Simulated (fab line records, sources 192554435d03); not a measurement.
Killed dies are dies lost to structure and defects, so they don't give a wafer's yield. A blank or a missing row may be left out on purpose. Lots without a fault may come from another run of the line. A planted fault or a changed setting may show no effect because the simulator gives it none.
One fault seen from 2 desks | flow n5_finfet | each desk has only its own numbers; what lay behind them comes last

THE TOOL OWNER'S DESK: implanter-01
The tool's own readings at N5_WELL_APT_IMPLANT_14: means of the sampled wafers that have a number, for each lot that ran on this tool. A lot is out of limits, marked OUT, if its mean lies more than 4 standard deviations from the usual mean; the brackets give that distance.
Columns: A = dose_ions_cm2 at N5_WELL_APT_IMPLANT_14, usual 1.4995e+13; B = faraday_current_uA at N5_WELL_APT_IMPLANT_14, usual 190
lot  | first seen here | A                            | B
L131 | day 2 20:29     | 1.4992e+13                   | 191
L133 | day 3 07:59     | 1.4988e+13                   | 194
L137 | day 4 08:33     | 1.3019e+13 (-99 or more) OUT | 163 (-6.5) OUT
L138 | day 4 13:59     | 1.3045e+13 (-99 or more) OUT | 163 (-6.5) OUT
L139 | day 4 20:08     | 1.3052e+13 (-99 or more) OUT | 166 (-5.8) OUT
This desk's finding: out of limits on L137, L138, L139; first on L137, day 4 08:33 (dose_ions_cm2 at N5_WELL_APT_IMPLANT_14). In limits: L131, L133.

THE METROLOGY DESK
What the gauges read, lot by lot, whatever tool the lot ran on: means of the sampled wafers that have a number. A lot is out of limits, marked OUT, if its mean lies more than 4 standard deviations from the usual mean; the brackets give that distance. Of its 12 readings 7 are shown: the one that was out of limits first, and those that lie furthest out on some lot.
Columns: A = cd_nm at N5_ZERO_LAYER_CD_MEAS_11, usual 2000.7 nm; B = DIBL_N at N5_BEOL_M4_RC_MEAS_101, usual 35.9 mV/V; C = DIBL_P at N5_BEOL_M4_RC_MEAS_101, usual 35.9 mV/V; D = RS_NWELL at N5_BEOL_M4_RC_MEAS_101, usual 1036 ohm/sq; E = SS_N at N5_BEOL_M4_RC_MEAS_101, usual 71.4 mV/dec; F = VT_N at N5_BEOL_M4_RC_MEAS_101, usual 249.3 mV; G = VT_P at N5_BEOL_M4_RC_MEAS_101, usual -250 mV
lot  | first seen here | A      | B    | C    | D              | E    | F     | G
L129 | day 2 06:40     | 2002.7 | 37.0 | 37.0 | 1036           | 71.6 | 248.8 | -247
L130 | day 2 12:46     | 1999.9 | 35.5 | 36.9 | 1032           | 71.8 | 248.2 | -252
L131 | day 2 18:52     | 2003.0 | 36.5 | 35.0 | 1039           | 71.7 | 250.0 | -254
L133 | day 3 06:47     | 2001.8 | 36.1 | 35.0 | 1036           | 71.1 | 249.6 | -248
L137 | day 4 06:46     | 1997.1 | 35.0 | 35.1 | 1124 (+14) OUT | 70.9 | 252.5 | -256
L138 | day 4 12:46     | 2002.2 | 36.7 | 37.5 | 1126 (+14) OUT | 71.8 | 246.0 | -250
L139 | day 4 18:46     | 2003.0 | 33.9 | 32.7 | 1117 (+13) OUT | 71.0 | 253.8 | -249
L144 | day 6 00:46     | 2001.4 | 36.6 | 37.2 | 1035           | 72.1 | 247.6 | -249
L149 | day 7 06:38     | 2000.5 | 36.4 | 37.0 | 1042           | 71.1 | 251.7 | -252
This desk's finding: out of limits on L137, L138, L139; first on L137, day 10 16:13 (RS_NWELL at N5_BEOL_M4_RC_MEAS_101). In limits: L129, L130, L131, L133, L144, L149.

PUT TOGETHER
The tool owner's desk could have raised an alarm at day 4 08:33, on L137, L138, L139.
The metrology desk could have raised an alarm at day 10 16:13, on L137, L138, L139.
Of the lots named, all ran N5_WELL_APT_IMPLANT_14 on implanter-01.

WHAT THE SIMULATOR HAD PUT IN
Process parameter drift: implanter-01, from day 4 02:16 on, at N5_WELL_APT_IMPLANT_14. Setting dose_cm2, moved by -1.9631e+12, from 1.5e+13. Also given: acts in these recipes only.
Lots struck among those shown: L137, L138, L139.
Hours from the fault's start to each desk's first reading out of limits: the tool owner's desk, 6; the metrology desk, 158.
